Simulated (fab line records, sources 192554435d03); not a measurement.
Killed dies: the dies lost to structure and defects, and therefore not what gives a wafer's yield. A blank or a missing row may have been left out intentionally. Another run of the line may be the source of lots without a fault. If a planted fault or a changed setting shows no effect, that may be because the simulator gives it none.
3 desks looking at one fault ; flow n5-finfet ; only its own numbers are on each desk; what lay behind them is given at the end

== DESK OF THE TOOL OWNER: rie-diel-06 ==
The tool's own readings at N5_BEOL_M9_DESCUM_16 (chemistry O2, time 7.9 s): means of the sampled wafers that have a number, for each lot that ran on this tool. If a lot's mean is further than 4 standard deviations from the usual mean, the lot is out of limits and carries the mark OUT (the distance appears in the brackets).
Columns: A = drypump-motor-current-A at N5_BEOL_M9_DESCUM_16, usual 5.6 A; B = oes-product-au at N5_BEOL_M9_DESCUM_16, usual 0.78 a.u.; C = rf-vpp-V at N5_BEOL_M9_DESCUM_16, usual 243.1 V; D = showerhead-plenum-p-Torr at N5_BEOL_M9_DESCUM_16, usual 2.08 Torr; E = throttle-valve-pct at N5_BEOL_M9_DESCUM_16, usual 20.47 %
lot;first seen here;A;B;C;D;E
L512;day 11 13:50;5.6;0.78;243.0;2.05;20.67
L514;day 12 02:16;5.4;0.74;242.3;2.06;20.70
L521;day 13 08:12;5.3;0.85;242.8;2.06;20.44
L522;day 14 23:28;5.7;0.76;241.8;2.06;20.60
L525;day 15 06:39;5.5;0.86;243.3;2.08;20.29
This desk found nothing out of limits on any of the 5 lots.

== AT THE METROLOGY DESK ==
What the gauges read for every lot (on any tool): the sampled wafers with a number, averaged. If a lot's mean is further than 4 standard deviations from the usual mean, the lot is out of limits and carries the mark OUT (the distance appears in the brackets).
Columns: A = cd-nm at N5_BEOL_M9_CD_MEAS_11, usual 64.2 nm; B = M9_OVL at N5_BEOL_M9_OVL_MEAS_12, usual 0.3 nm
lot;first seen here;A;B
L506;day 10 00:10;64.2;0.1
L512;day 11 13:20;64.1;0.3
L514;day 12 02:08;64.6;1.8
L515;day 12 09:00;64.5;0.2
L521;day 13 08:07;64.7;-0.1
L522;day 14 23:23;64.2;-0.9
L525;day 15 06:32;64.5;0.5
This desk found nothing out of limits on any of the 7 lots.

== THE DEFECT DESK ==
Inspection counts along the route, by lot: the mean over sampled wafers that carry a number. If a lot's mean is further than 4 standard deviations from the usual mean, the lot is out of limits and carries the mark OUT (the distance appears in the brackets).
Columns: A = raw-defect-count at N5_BEOL_M9_INSPECT_13, usual 404
lot;first seen here;A
L506;day 10 00:13;360
L512;day 11 13:23;421
L514;day 12 02:11;312
L515;day 12 09:03;488
L521;day 13 08:10;440
L522;day 14 23:26;514
L525;day 15 06:36;393
This desk found nothing out of limits on any of the 7 lots.

== BROUGHT TOGETHER ==
The desk of the tool owner found nothing out of limits.
Nothing out of limits was seen by the metrology desk.
Nothing out of limits was seen by the defect desk.

== WHAT THE SIMULATOR HAD INSERTED ==
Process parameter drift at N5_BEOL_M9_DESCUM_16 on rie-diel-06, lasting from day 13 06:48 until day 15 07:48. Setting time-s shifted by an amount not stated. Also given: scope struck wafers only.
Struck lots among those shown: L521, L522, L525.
